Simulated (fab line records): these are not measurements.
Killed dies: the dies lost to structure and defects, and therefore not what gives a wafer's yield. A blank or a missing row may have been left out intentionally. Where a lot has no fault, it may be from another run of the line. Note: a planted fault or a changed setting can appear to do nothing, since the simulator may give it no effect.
Which of the tools did it? ; flow n5-finfet ; 24 lots, 72 wafers sampled, at 3 steps of a route of 1938

== WHAT THE GAUGES READ, wafer by wafer ==
N5_SD_EPI_P_OVL_MEAS_10. Usual: SD_P_BLK_OVL gives -0.2 nm (standard deviation 0.74).
lot;measured;on;SD_P_BLK_OVL (nm);flag
L074;day 3 04:59;overlay-01;-0.6 -0.1 -0.8;
L075;day 3 09:44;overlay-01;-0.7 -0.9 -0.2;
L076;day 4 02:27;overlay-01;-0.5 -0.5 0.1;
L077;day 4 06:35;overlay-01;-0.2 -1.3 -0.3;
L078;day 4 11:34;overlay-02;0.5 0.4 0.0;
L079;day 4 15:07;overlay-01;-0.1 0.5 0.5;
L080;day 4 18:16;overlay-01;0.8 0.7 1.7;
L081;day 5 03:28;overlay-02;1.7 1.1 0.7;
L082;day 5 06:22;overlay-01;0.6 -0.3 -0.8;
L083;day 5 11:41;overlay-01;0.3 -0.1 -0.7;
L084;day 5 19:55;overlay-01;0.9 -0.7 0.1;
L085;day 6 08:28;overlay-01;-1.3 -1.1 -1.3;
L086;day 6 08:47;overlay-01;1.0 -0.2 0.5;
L087;day 6 15:06;overlay-01;-0.4 -0.6 0.0;
L088;day 6 21:22;overlay-01;1.1 -0.1 0.0;
L089;day 6 22:50;overlay-02;-1.9 -1.3 -1.4;
L090;day 7 09:32;overlay-02;-0.2 0.7 -0.3;
L091;day 7 15:16;overlay-02;-0.7 -0.4 0.3;
L092;day 7 23:05;overlay-02;0.3 1.1 -0.1;
L093;day 8 03:29;overlay-01;0.0 0.2 -0.3;
L094;day 8 07:13;overlay-01;0.2 0.0 0.1;
L095;day 8 10:55;overlay-01;-0.5 -1.3 -1.1;
L096;day 8 20:45;overlay-02;0.7 0.2 -0.4;
L097;day 8 23:22;overlay-01;-0.5 -0.1 -0.5;

N5_SD_EPI_P_EPI_MEAS_23. Usual: thk-nm reads 60.9 nm (standard deviation 1.2).
lot;measured;on;thk-nm (nm);flag
L074;day 3 09:26;film-metro-02;59.6 61.6 59.4;
L075;day 3 13:36;film-metro-02;61.9 61.3 61.8;
L076;day 4 06:06;film-metro-02;61.2 59.0 58.3;
L077;day 4 10:20;film-metro-02;59.6 59.0 62.0;
L078;day 4 15:10;film-metro-01;60.4 61.1 59.9;
L079;day 4 18:53;film-metro-02;61.2 60.5 62.0;
L080;day 4 21:56;film-metro-02;60.9 59.9 61.5;
L081;day 5 07:22;film-metro-01;59.4 59.7 60.5;
L082;day 5 10:48;film-metro-02;63.1 60.5 62.1;
L083;day 5 15:17;film-metro-02;59.7 63.6 62.7;
L084;day 6 00:22;film-metro-02;60.7 61.2 61.0;
L085;day 6 12:04;film-metro-01;60.4 59.8 60.3;
L086;day 6 13:16;film-metro-02;61.5 61.5 61.4;
L087;day 6 18:47;film-metro-01;62.9 63.1 62.5;
L088;day 7 01:49;film-metro-02;58.8 63.4 59.5;
L089;day 7 02:26;film-metro-01;61.2 60.6 60.3;
L090;day 7 14:07;film-metro-02;59.3 60.9 59.5;
L091;day 7 19:43;film-metro-02;60.8 60.9 61.3;
L092;day 8 03:37;film-metro-02;61.4 60.5 60.5;
L093;day 8 07:56;film-metro-01;59.6 58.7 62.2;
L094;day 8 11:42;film-metro-01;61.0 62.5 60.9;
L095;day 8 14:31;film-metro-02;60.2 62.5 58.6;
L096;day 9 00:26;film-metro-01;62.1 63.2 60.7;
L097;day 9 02:58;film-metro-01;60.6 60.8 61.3;

== EACH LOT AND THE TOOL THAT RAN IT (in order: tool; ch and the chambers of the sampled wafers; start) ==
lot;N5_SD_EPI_N_ETCH_35
L074;rie-diel-06 ch 2,3, day 3 00:35
L075;rie-diel-02 ch 0,1, day 3 05:28
L076;rie-diel-06 ch 1,3, day 3 22:17
L077;rie-diel-05 ch 0,2,3, day 4 02:19
L078;rie-diel-05 ch 0,1, day 4 06:31
L079;rie-diel-06 ch 1,2,3, day 4 10:13
L080;rie-diel-05 ch 0,1,2, day 4 13:04
L081;rie-diel-05 ch 0,1,3, day 4 22:34
L082;rie-diel-05 ch 0,2,3, day 5 01:17
L083;rie-diel-05 ch 0,1,3, day 5 07:24
L084;rie-diel-05 ch 1,3, day 5 15:25
L085;rie-diel-02 ch 1,2, day 6 04:02
L086;rie-diel-06 ch 1,2,3, day 6 04:31
L087;rie-diel-06 ch 0,2,3, day 6 09:36
L088;rie-diel-05 ch 1,2, day 6 16:21
L089;rie-diel-05 ch 0,1, day 6 18:33
L090;rie-diel-06 ch 0,1, day 7 03:25
L091;rie-diel-05 ch 1,3, day 7 10:08
L092;rie-diel-05 ch 0,1,2, day 7 18:47
L093;rie-diel-06 ch 2,3, day 7 23:14
L094;rie-diel-06 ch 0,1,2, day 8 02:38
L095;rie-diel-06 ch 2,3, day 8 06:31
L096;rie-diel-02 ch 0,1,2, day 8 16:27
L097;rie-diel-05 ch 1,2,3, day 8 18:47
- N5_SD_EPI_N_ETCH_35: etches SOC in N2/H2, overetch 108 nm, time 486 s.

== AS READ BY THE TOOLS THEMSELVES (means over the sampled wafers that have a number; for cases with no such wafer, the mark the record gives instead) ==
N5_SD_EPI_N_ETCH_35. Usual: drypump-motor-current-A 5.7 A, standard deviation 0.46; oes-product-au 0.71 a.u., standard deviation 0.051; rf-vpp-V 241.4 V, standard deviation 1; showerhead-plenum-p-Torr 2.59 Torr, standard deviation 0.054; throttle-valve-pct 23.81 %, standard deviation 0.27.
lot;tool;drypump-motor-current-A (A);oes-product-au (a.u.);rf-vpp-V (V);showerhead-plenum-p-Torr (Torr);throttle-valve-pct (%);flag
L074;rie-diel-06;5.6;0.78;241.4;2.58;23.84;
L075;rie-diel-02;6.5;0.77;242.7;2.66;23.87;
L076;rie-diel-06;5.7;0.73;241.4;2.59;23.82;
L077;rie-diel-05;5.3;0.72;242.5;2.63;23.57;
L078;rie-diel-05;6.0;0.76;241.3;2.57;23.96;
L079;rie-diel-06;5.6;0.71;241.4;2.59;23.73;
L080;rie-diel-05;5.5;0.73;242.2;2.59;23.77;
L081;rie-diel-05;5.7;0.76;241.5;2.60;23.77;
L082;rie-diel-05;5.3;0.72;242.1;2.62;23.58;
L083;rie-diel-05;5.7;0.75;241.7;2.60;23.78;
L084;rie-diel-05;5.7;0.76;241.8;2.64;23.76;
L085;rie-diel-02;5.9;0.65;240.0;2.52;23.82;
L086;rie-diel-06;5.6;0.70;241.2;2.59;23.77;
L087;rie-diel-06;5.9;0.71;240.5;2.55;24.03;
L088;rie-diel-05;5.8;0.73;240.7;2.59;23.94;
L089;rie-diel-05;6.0;0.74;240.3;2.56;23.99;
L090;rie-diel-06;6.2;0.64;240.4;2.55;24.17;
L091;rie-diel-05;6.0;0.75;241.5;2.60;23.96;
L092;rie-diel-05;5.5;0.70;241.5;2.58;23.81;
L093;rie-diel-06;5.6;0.71;240.5;2.56;23.82;
L094;rie-diel-06;5.9;0.66;241.6;2.56;23.95;
L095;rie-diel-06;5.6;0.72;240.6;2.56;23.90;
L096;rie-diel-02;6.0;0.68;240.4;2.58;23.94;
L097;rie-diel-05;5.5;0.71;241.1;2.62;23.78;

== THE ANSWER, worked out from the rows above alone ==
Rule: lot off if the mean of its wafers having a number is beyond 3 standard deviations from the usual mean. Also off: a lot with no number at a reading for which 4 or more lots have one. Where the step has rows for the other lots, those lots are counted as sound. First the gauges in route order, then the tools' own readings, where a lot's mean is used as printed above. The first step at which some lot is off is used, and at that step the reading that is off furthest; a lot without a number counts as furthest.
No lot is off on any of the readings shown, so nothing can be concluded from this.

== WHAT WAS PUT IN BY THE SIMULATOR ==
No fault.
